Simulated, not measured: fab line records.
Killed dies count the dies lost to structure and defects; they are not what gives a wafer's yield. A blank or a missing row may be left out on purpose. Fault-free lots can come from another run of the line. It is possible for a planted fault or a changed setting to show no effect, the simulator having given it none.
Matching of chambers + flow nand_harc + 4 sister chambers for NHARC_A_CONTACT_ETCH_102 on rie_diel-07
The step etches the open film in CF4/O2, target depth 70 nm, overetch 7 nm, time 38.5 s. 4 wafers are shown with their chamber, then 7 later ones without.

## WAFERS PAIRED WITH THEIR CHAMBERS
| wafer  | chamber | drypump_motor_current_A (A) |
|--------|---------|-----------------------------|
| L435.4 | 3       | 5.0                         |
| L435.6 | 1       | 6.1                         |
| L447.3 | 2       | 6.8                         |
| L447.4 | 0       | 6.0                         |

## WAFERS WHOSE CHAMBER IS MISSING
| wafer  | drypump_motor_current_A (A) |
|--------|-----------------------------|
| L447.6 | 5.0                         |
| L451.1 | 6.1                         |
| L451.2 | 6.7                         |
| L451.5 | 5.0                         |
| L454.1 | 6.7                         |
| L454.3 | 6.1                         |
| L454.5 | 6.7                         |

## WHICH CHAMBER EACH ONE RAN IN
| wafer  | from the rows above     | in truth |
|--------|-------------------------|----------|
| L447.6 | 3                       | 3        |
| L451.1 | can't be placed: 1 or 0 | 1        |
| L451.2 | 2                       | 2        |
| L451.5 | 3                       | 3        |
| L454.1 | 2                       | 2        |
| L454.3 | can't be placed: 1 or 0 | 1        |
| L454.5 | 2                       | 2        |
Correct placement for 5 of the 7. Cannot be placed on the basis of these rows: 2; the candidates contain the true chamber in 2. Number placed wrongly: 0.
How it was worked out, from the rows above alone: a wafer's distance from a chamber is the root of the sum, over the readings, of the square of ((its reading less the chamber's mean) divided by the reading's scatter). The wafer belongs to the nearest chamber; if the next one is less than 2 further off, it can't be placed. Each chamber's mean is taken over the wafers shown for it. The scatter: with one shown wafer a chamber, the root of the mean of the squares of how far each hidden wafer lies from its nearest shown one.
